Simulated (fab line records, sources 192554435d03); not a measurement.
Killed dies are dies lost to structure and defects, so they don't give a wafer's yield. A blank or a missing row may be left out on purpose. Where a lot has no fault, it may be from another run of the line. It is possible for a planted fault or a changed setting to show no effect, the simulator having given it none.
fab line records	flow n5-finfet
[record] lots = 9	wafers = 27	last-day = 17
route steps=1938 shown SD_EPI_P@310 SD_ACTIVATION@330 ILD0@338 BEOL_M4@1111 PASSIVATION@1936
lots that met no fault: taken from a fault-free run of the same line
start-h: start of the lot's first displayed wafer, in hours after the record's first day	wait-h: hours elapsed since this lot's preceding step	" same as the row above	L1.1+2: several wafers, shown together as one row	- no value, or no start was given	* or withheld: withheld	< > ~ a bound
route shown NAME@n: names a module that has steps shown in the file, with the first one's number in the route	usual: the fault-free wafers' mean and standard deviation	same: alike in all rows	chamber/n: place in a boat	sites: per-site readings	_std_site: the standard deviation of these	_edge_site: mean of outer sites minus mean of inner sites	radius-mm: how far each site lies from the wafer's centre	mask NAME#n: copy n	behind: the tool/chamber that last shaped the wafer	hold: the reason the lot was held/the length of the hold in hours/how it ended	device: which transistor (n, p or np) failed to switch	end of line: tests of these same wafers at the route's end	for a step that has no rows: nothing shown but its recipe	killed: count of dies lost to structure and defects at first sort (not the wafer's yield)	map: dies across one wafer; x = killed, . = not, _ = none there
set.NAME: the setting the step ran with; set.NAME@STEP: the setting that earlier step ran with	model.NAME: the simulator's own value behind a step, which no gauge read
one table for each step of the route and one row for each wafer, over a sample of lots
services: from which hour (start-h, from the record's first day; less than 0 if before it) a tool's chamber was out of use, for how many hours, and why
[[steps]]
[step N5_SD_EPI_P_ETCHBACK_46]
[recipe] chemistry = CH3F/O2	mode = anisotropic-etchback	target = SiNx	target-depth-a = 175	stop-on = SiO2	over-etch-frac = 0.3	ion-energy-ev = 120	pressure-mtorr = 30	source-w = 395	bias-w = 73	Ar_flow_sccm = 150	CH3F_flow_sccm = 30	O2_flow_sccm = 20
[usual] drypump-motor-current-A = 5.5/0.43	oes-product-au = 0.67/0.068	rf-vpp-V = 296/4.1	showerhead-plenum-p-Torr = 2.02/0.053	throttle-valve-pct = 16.31/0.24
lot.wafer	tool	chamber	start-h	wait-h	drypump-motor-current-A	oes-product-au	rf-hours-counter-h	rf-vpp-V	showerhead-plenum-p-Torr	throttle-valve-pct
L256.1	rie-diel-02	0	55.58	0.0	5.9	0.59	250	299	1.88	16.21
L256.2	"	3	"	"	5.7	0.66	135	304	2.09	16.34
L256.3	"	2	"	"	5.2	0.68	123	289	2.00	16.36
L257.1	rie-diel-03	3	59.77	0.0	5.4	0.62	157	297	2.00	16.34
L257.2	"	1	"	"	5.4	0.72	72	296	2.03	16.17
L257.4	"	0	"	"	5.5	0.73	58	293	2.02	16.12
L261.1	rie-diel-03	0	90.43	0.0	5.6	0.72	68	292	2.02	16.15
L261.2	"	1	"	"	5.4	0.71	79	296	2.03	16.17
L261.3	"	2	"	"	4.8	0.59	232	293	2.06	16.63
L265.1	rie-diel-05	0	110.35	0.0	6.5	0.60	211	297	1.98	16.70
L265.3	"	1	"	"	5.0	0.63	184	295	2.07	16.23
L265.5	"	1	"	"	5.1	0.64	-	295	2.07	16.22
L266.1	rie-diel-02	3	117.17	0.0	5.8	0.64	155	304	2.09	16.37
L266.3	"	1	"	"	5.4	0.78	14	303	2.04	15.99
L266.6	"	3	"	"	5.8	0.65	-	303	2.09	16.36
L268.2	rie-diel-03	2	128.82	0.0	4.8	0.59	245	293	2.06	16.65
L268.5	"	0	"	"	5.5	0.70	-	292	2.02	16.14
L268.6	"	1	"	"	5.4	0.71	-	296	2.03	16.20
L274.1	rie-diel-03	2	165.36	0.0	4.8	0.84	2	293	2.06	16.19
L274.2	"	1	"	"	5.4	0.69	102	295	2.02	16.22
L274.3	"	0	"	"	5.5	0.69	92	292	2.01	16.19
L278.2	rie-diel-03	2	189.06	0.0	4.9	0.80	9	292	2.05	16.20
L278.4	"	0	"	"	5.6	0.69	99	293	2.01	16.19
L278.6	"	0	"	"	5.6	0.68	-	292	2.01	16.18
L279.3	rie-diel-05	2	192.06	0.0	6.4	0.59	220	302	1.89	16.64
L279.4	"	0	"	"	6.4	0.58	235	299	1.97	16.75
L279.5	"	1	"	"	5.0	0.62	-	295	2.06	16.28
[step N5_SD_EPI_P_PRECLEAN_51]
[recipe] chemistry = NF3:NH3	afs-cycles = 1	temp-c = 30	time-s = 20	sublimation-temp-c = 180	sublimation-time-s = 60	pressure-torr = 3	rf-power-w = 30
lot.wafer	tool	chamber	start-h	wait-h
L256.1+2+3	epi-rpcvd-01	0	56.27	0.0
L257.1+2+4	epi-rpcvd-04	0	60.34	0.0
L261.1+2+3	epi-rpcvd-03	0	91.01	0.0
L265.1+3+5	epi-rpcvd-01	0	110.92	0.0
L266.1+3+6	epi-rpcvd-03	0	117.75	0.0
L268.2+5+6	epi-rpcvd-03	0	129.45	0.1
L274.1+2+3	epi-rpcvd-01	0	165.93	0.0
L278.2+4+6	epi-rpcvd-03	0	189.66	0.1
L279.3+4+5	epi-rpcvd-04	0	192.71	0.1
[step N5_SD_EPI_P_INSPECT_26]
[recipe] inspect-instrument = darkfield	mode = post-epi
[usual] raw-defect-count = 170/32
lot.wafer	tool	chamber	start-h	wait-h	raw-defect-count
L256.1	defect-inspect-02	-	59.00	0.0	119
L256.2	"	-	"	"	174
L256.3	"	-	"	"	156
L257.1	defect-inspect-01	-	63.91	0.0	189
L257.2	"	-	"	"	143
L257.4	"	-	"	"	177
L261.1	defect-inspect-02	-	95.71	0.0	113
L261.2	"	-	"	"	150
L261.3	"	-	"	"	154
L265.1	defect-inspect-01	-	114.49	0.0	160
L265.3	"	-	"	"	149
L265.5	"	-	"	"	118
L266.1	defect-inspect-01	-	122.45	0.0	1370
L266.3	"	-	"	"	1387
L266.6	"	-	"	"	1316
L268.2	defect-inspect-01	-	134.10	0.0	1226
L268.5	"	-	"	"	1248
L268.6	"	-	"	"	1202
L274.1	defect-inspect-02	-	169.50	0.0	181
L274.2	"	-	"	"	195
L274.3	"	-	"	"	185
L278.2	defect-inspect-01	-	192.36	0.0	237
L278.4	"	-	"	"	170
L278.6	"	-	"	"	145
L279.3	defect-inspect-01	-	196.20	0.0	157
L279.4	"	-	"	"	166
L279.5	"	-	"	"	214
[step N5_SD_ACTIVATION_RTA_00]
[recipe] temp-c = 975	time-s = 0	ambient = N2	idle-temp-c = 600	ramp-up-c-per-s = 150	ramp-down-c-per-s = 60	cool-to-c = 600
[usual] lamp-power-pct = 8.96/0.052	lamp_zone_3_pct = 8.949/0.026	wafer_temp_C_max = 974.8/1.8
lot.wafer	tool	chamber	start-h	wait-h	lamp-power-pct	lamp_zone_3_pct	wafer_temp_C_max
L256.1	rtp-anneal-01	0	59.20	0.2	8.96	8.935	977.4
L256.2	"	0	"	"	8.91	8.917	975.6
L256.3	"	0	"	"	9.01	8.923	975.8
L257.1	rtp-anneal-02	0	64.17	0.3	9.06	8.968	971.8
L257.2	"	0	"	"	8.93	8.956	972.9
L257.4	"	0	"	"	8.89	8.941	973.9
L261.1	rtp-anneal-02	0	95.74	0.0	8.99	8.977	974.2
L261.2	"	0	"	"	8.95	8.950	974.7
L261.3	"	0	"	"	9.06	8.980	974.2
L265.1	rtp-anneal-02	0	114.52	0.0	8.93	8.970	975.7
L265.3	"	0	"	"	9.08	8.980	975.3
L265.5	"	0	"	"	9.06	8.970	975.5
L266.1	rtp-anneal-02	0	122.48	0.0	8.86	8.995	974.3
L266.3	"	0	"	"	9.03	8.909	974.5
L266.6	"	0	"	"	9.01	8.974	975.5
L268.2	rtp-anneal-01	0	134.15	0.1	8.92	8.938	978.6
L268.5	"	0	"	"	8.90	8.961	975.6
L268.6	"	0	"	"	9.00	8.925	976.2
L274.1	rtp-anneal-02	0	169.75	0.2	9.02	8.933	974.8
L274.2	"	0	"	"	9.07	8.917	976.5
L274.3	"	0	"	"	8.90	8.928	972.9
L278.2	rtp-anneal-01	0	192.72	0.4	9.04	8.932	971.3
L278.4	"	0	"	"	8.99	8.923	973.2
L278.6	"	0	"	"	9.00	8.938	975.3
L279.3	rtp-anneal-01	0	196.40	0.2	9.01	8.933	973.0
L279.4	"	0	"	"	8.93	8.945	976.0
L279.5	"	0	"	"	8.98	8.968	975.3
[step N5_ILD0_CMP_03]
[recipe] stop-on = SiNx	t-overpolish-s = 1.9	post-cmp-clean = alkaline-brush	down-force-psi = 4.1491	platen-rpm = 51.796	pad-velocity-m-s = 1.0306	target-thk-nm = 197.38
[usual] motor-current-A = 12.3/1.3	overpolish-run-s = 1.899/0.0094	time-to-endpoint-s = 70.4/2.6
lot.wafer	tool	chamber	start-h	wait-h	motor-current-A	overpolish-run-s	time-to-endpoint-s
L256.2	cmp-03	2	62.64	0.0	12.6	1.896	70.8
L256.1	"	3	"	"	13.0	1.898	71.0
L256.3	"	1	"	"	11.7	1.888	66.1
L257.2	cmp-03	1	67.75	0.1	11.4	1.901	66.3
L257.1	"	2	"	"	13.4	1.919	66.0
L257.4	"	3	"	"	13.1	1.901	66.4
L261.3	cmp-02	1	98.96	0.0	12.3	1.894	67.8
L261.1	"	2	"	"	11.5	1.901	69.1
L261.2	"	0	"	"	11.9	1.906	71.5
L265.3	cmp-02	3	118.03	0.1	13.1	1.893	73.5
L265.1	"	1	"	"	13.7	1.886	74.0
L265.5	"	0	"	"	12.3	1.916	72.8
L266.1	cmp-02	2	125.68	0.1	11.2	1.895	69.6
L266.3	"	3	"	"	12.5	1.893	69.8
L266.6	"	0	"	"	11.6	1.893	68.0
L268.2	cmp-02	3	137.33	0.1	13.4	1.895	68.5
L268.6	"	1	"	"	13.8	1.891	69.9
L268.5	"	2	"	"	11.1	1.914	72.1
L274.1	cmp-02	3	173.04	0.0	12.9	1.892	70.5
L274.3	"	0	"	"	12.2	1.913	64.5
L274.2	"	1	"	"	13.8	1.916	66.7
L278.4	cmp-02	1	196.01	0.1	12.9	1.909	74.2
L278.2	"	2	"	"	11.2	1.905	71.8
L278.6	"	3	"	"	13.4	1.905	73.8
L279.3	cmp-01	3	200.02	0.1	10.5	1.905	66.3
L279.4	"	0	"	"	15.3	1.901	67.0
L279.5	"	3	"	"	10.7	1.904	66.4
[step N5_BEOL_M4_RC_MEAS_101]
[usual] DIBL_N = 36.4/1.5	DIBL_P = 36.6/1.9	IOFF_N = 0.155/0.021	IOFF_P = 0.211/0.028	ION_N = 671/8.6	ION_P = 462/5.8	SS_N = 71.5/0.5	SS_P = 73.4/0.58	VT_N = 250.1/2.4	VT_P = -250.1/3
lot.wafer	tool	chamber	start-h	wait-h	DIBL_N[mV/V]	DIBL_P[mV/V]	IOFF_N[nA/um]	IOFF_P[nA/um]	ION_N[uA/um]	ION_P[uA/um]	SS_N[mV/dec]	SS_P[mV/dec]	VT_N[mV]	VT_P[mV]
L256.1	prober-02	0	167.86	0.0	35.7	35.0	0.134	0.193	674	457	71.2	72.5	250.6	-250.8
L256.2	"	0	"	"	35.3	35.4	0.138	0.200	667	464	71.4	72.0	248.9	-251.9
L256.3	"	0	"	"	35.8	34.5	0.142	0.189	685	461	71.5	72.8	250.2	-252.8
L257.1	prober-01	0	176.48	0.0	35.7	35.7	0.152	0.207	677	464	71.3	73.3	249.9	-250.3
L257.2	"	0	"	"	36.7	36.6	0.157	0.215	676	468	71.8	73.8	249.4	-251.7
L257.4	"	0	"	"	35.8	35.5	0.149	0.198	664	460	71.7	74.5	251.1	-249.5
L261.1	prober-01	0	190.62	0.0	34.9	34.8	0.137	0.224	657	464	70.6	72.8	254.1	-246.3
L261.2	"	0	"	"	34.0	33.9	0.129	0.204	661	463	70.9	72.6	256.0	-251.0
L261.3	"	0	"	"	33.9	33.5	0.126	0.202	660	466	71.0	72.7	249.6	-251.1
L265.1	prober-02	0	224.30	0.0	37.3	36.8	0.157	0.208	676	460	71.5	73.1	250.6	-246.9
L265.3	"	0	"	"	36.9	34.5	0.142	0.175	670	454	71.5	72.3	249.8	-251.8
L265.5	"	0	"	"	38.4	37.2	0.170	0.222	679	466	71.0	73.1	250.6	-248.8
L266.1	prober-02	0	230.69	0.0	35.1	37.2	0.155	0.237	672	468	71.5	73.1	249.5	-246.7
L266.3	"	0	"	"	34.4	36.2	0.144	0.221	669	458	71.2	73.0	250.6	-246.5
L266.6	"	0	"	"	33.7	35.3	0.133	0.204	662	461	71.7	72.8	252.6	-252.6
L268.2	prober-01	0	236.81	0.2	34.5	32.8	0.128	0.193	666	461	70.5	73.8	250.2	-249.4
L268.5	"	0	"	"	38.3	37.4	0.196	0.279	681	475	71.3	73.9	242.4	-240.7
L268.6	"	0	"	"	37.3	35.7	0.183	0.255	686	479	72.2	73.6	245.2	-242.6
L274.1	prober-02	0	277.96	0.0	36.0	38.0	0.171	0.222	670	463	71.5	73.3	250.0	-248.7
L274.2	"	0	"	"	34.9	37.0	0.152	0.204	670	466	71.0	72.7	250.4	-249.4
L274.3	"	0	"	"	35.9	38.0	0.169	0.232	677	467	71.0	73.0	249.7	-247.9
L278.2	prober-01	0	297.41	0.2	32.6	33.7	0.128	0.168	670	469	71.4	72.8	252.5	-250.6
L278.4	"	0	"	"	34.9	35.5	0.152	0.209	677	471	71.3	73.7	249.9	-246.6
L278.6	"	0	"	"	34.2	34.8	0.143	0.188	679	467	71.7	73.1	251.6	-253.1
L279.3	prober-02	0	308.56	0.3	37.5	37.3	0.160	0.168	675	452	72.1	73.6	248.8	-257.4
L279.4	"	0	"	"	36.8	37.3	0.155	0.173	675	458	70.9	73.6	248.2	-256.5
L279.5	"	0	"	"	38.2	38.1	0.175	0.183	691	461	71.8	73.1	247.3	-256.1
[step N5_PASSIVATION_PROBE_49]
[usual] defect-limited-yield = 91.5/1.4	killed_at_M0_to_M3 = 33/10	killed_at_M4_up = 13/5	killed-at-contacts = 13/5.6	killed-at-front-end = 38/12	killed-at-other = 3.9/2.7	killed-dies = 100/16	killed-on-rim = 13/4	killed-open = 66/13	killed-short = 32/7.2	sort_bin_5_function = 5.0/0.97	sort_bin_6_memory = 3.2/0.61	sort-n-pass = 1080/16	sort-yield-pct = 91.5/1.4
[same] gross-dies = 1180	killed-at-back-side = 0	sort_bin_4_leakage[%] = 0	sort_bin_8_speed[%] = 0
lot.wafer	tool	chamber	start-h	wait-h	defect-limited-yield[%]	killed_at_M0_to_M3	killed_at_M4_up	killed-at-contacts	killed-at-front-end	killed-at-other	killed-dies	killed-on-rim	killed-open	killed-short	sort_bin_5_function[%]	sort_bin_6_memory[%]	sort-n-pass	sort-yield-pct[%]
L266.1	prober-02	-	327.12	0.0	84.2	21	17	14	132	3	187	31	59	16	9.2	3.4	993	84.2
L266.3	prober-02	-	327.22	0.1	82.2	30	13	12	154	1	210	36	56	35	10.4	3.7	970	82.2
L266.6	prober-02	-	327.37	0.3	81.1	26	16	21	155	5	223	30	73	34	11.1	4.1	957	81.1
L268.2	prober-01	-	337.06	0.1	80.7	26	12	28	160	2	228	30	82	36	10.9	5.2	952	80.7
L268.5	prober-01	-	337.21	0.2	81.6	39	13	18	143	4	217	31	67	33	10.3	4.2	963	81.6
L268.6	prober-01	-	337.26	0.3	83.4	40	4	12	138	2	196	31	62	28	8.9	4.1	984	83.4
L274.1	prober-01	-	382.80	0.0	89.5	33	19	23	42	7	124	16	78	41	6.0	4.0	1056	89.5
// killed by level:class
L266.1 SD_EPI_P:unspecified=111 MOL_CONTACT_COAG:geometric-particle:open=10 BEOL_M2:geometric-particle:open=9 BEOL_M4:geometric-particle:open=7 BEOL_M1:geometric-particle:open=6 BEOL_M5:geometric-particle:open=5 STI_FIN_REVEAL:geometric-particle:open=4 GATE_CUT:geometric-particle:open=4
L266.3 SD_EPI_P:unspecified=118 STI_FIN_REVEAL:geometric-particle:open=12 MOL_CONTACT_COAG:geometric-particle:open=8 BEOL_M4:geometric-particle:open=7 BEOL_M0_SAQP:geometric-particle:open=6 BEOL_M0_SAQP:geometric-particle:short=6 FIN_SAQP:geometric-particle:short=5 MOL_CONTACT_COAG:geometric-particle:short=4
L266.6 SD_EPI_P:unspecified=115 STI_FIN_REVEAL:geometric-particle:open=17 MOL_CONTACT_COAG:geometric-particle:open=15 FIN_SAQP:geometric-particle:short=7 BEOL_M2:geometric-particle:open=7 MOL_CONTACT_COAG:geometric-particle:short=6 BEOL_M3:geometric-particle:open=6 STI_FIN_REVEAL:geometric-particle:short=5
L268.2 SD_EPI_P:unspecified=108 STI_FIN_REVEAL:geometric-particle:open=24 MOL_CONTACT_COAG:geometric-particle:open=20 FIN_SAQP:geometric-particle:open=8 MOL_CONTACT_COAG:geometric-particle:short=8 BEOL_M0_SAQP:geometric-particle:open=8 FIN_SAQP:geometric-particle:short=7 BEOL_M0_SAQP:geometric-particle:short=7
L268.5 SD_EPI_P:unspecified=116 MOL_CONTACT_COAG:geometric-particle:open=14 BEOL_M0_SAQP:geometric-particle:short=12 BEOL_M0_SAQP:geometric-particle:open=11 FIN_SAQP:geometric-particle:open=8 STI_FIN_REVEAL:geometric-particle:open=6 BEOL_M4:geometric-particle:open=6 BEOL_M1:geometric-particle:open=5
L268.6 SD_EPI_P:unspecified=106 FIN_SAQP:geometric-particle:open=14 BEOL_M2:geometric-particle:open=12 MOL_CONTACT_COAG:geometric-particle:open=11 BEOL_M3:geometric-particle:open=7 BEOL_M0_SAQP:geometric-particle:short=5 BEOL_M0_SAQP:geometric-particle:open=5 BEOL_M1:geometric-particle:open=5
L274.1 MOL_CONTACT_COAG:geometric-particle:open=17 STI_FIN_REVEAL:geometric-particle:open=14 GATE_CUT:geometric-particle:short=9 MOL_CONTACT_COAG:geometric-particle:short=6 BEOL_M0_SAQP:geometric-particle:short=6 BEOL_M1:geometric-particle:open=6 BEOL_M4:geometric-particle:open=6 BEOL_M0_SAQP:geometric-particle:open=4
[[services]]
tool	chamber	start-h	hours	kind
cmp-01	-	41.28	14.6	pm
epi-rpcvd-04	-	42.99	0.5	pm
cmp-02	-	46.13	1.3	repair
cmp-03	-	49.16	7.8	repair
epi-rpcvd-04	-	51.50	2.8	pm
epi-rpcvd-01	-	55.10	0.6	repair
cmp-01	-	59.61	1.4	repair
rie-diel-03	1	71.18	4.8	repair
cmp-03	-	78.90	0.4	repair
rie-diel-05	1	79.88	4.9	repair
cmp-03	-	80.51	8.9	pm
cmp-03	-	98.57	2.3	repair
rie-diel-02	1	110.06	6.0	repair
cmp-01	-	113.35	4.6	pm
cmp-02	-	113.67	4.0	pm
cmp-02	-	118.87	0.6	repair
cmp-01	-	128.92	2.1	repair
rie-diel-03	-	130.92	0.7	repair
rie-diel-02	-	140.34	0.4	repair
rie-diel-03	1	149.89	4.6	repair
cmp-01	-	153.57	2.0	repair
cmp-03	-	183.79	20.6	pm
cmp-02	-	195.41	0.5	repair
epi-rpcvd-01	-	197.96	6.0	pm
[[key]]
[first-sign] step = N5_SD_EPI_P_INSPECT_26	reading = raw-defect-count	direction = up	sigmas = 35	usual = 170	struck = 1292
[effect] step = N5_PASSIVATION_PROBE_49	reading = killed-at-front-end	direction = up	sigmas = 8.8	usual = 38	struck = 147
[more-kills-born-at] N5_SD_EPI_P_PRECLEAN_51@epi-rpcvd-03 = 674
met-at N5_SD_EPI_P_PRECLEAN_51
struck-lots L266,L268
not-acting-at N5_SD_EPI_P_ETCHBACK_46,N5_SD_ACTIVATION_RTA_00,N5_ILD0_CMP_03
onset-between 91.01 117.75
[fault] kind = chamber-particle-source	tool = epi-rpcvd-03	chamber = -	onset-h = 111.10	steps = N5_SD_EPI_P_PRECLEAN_51	rate-per-visit-cm2 = 1.7286	end-h = 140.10
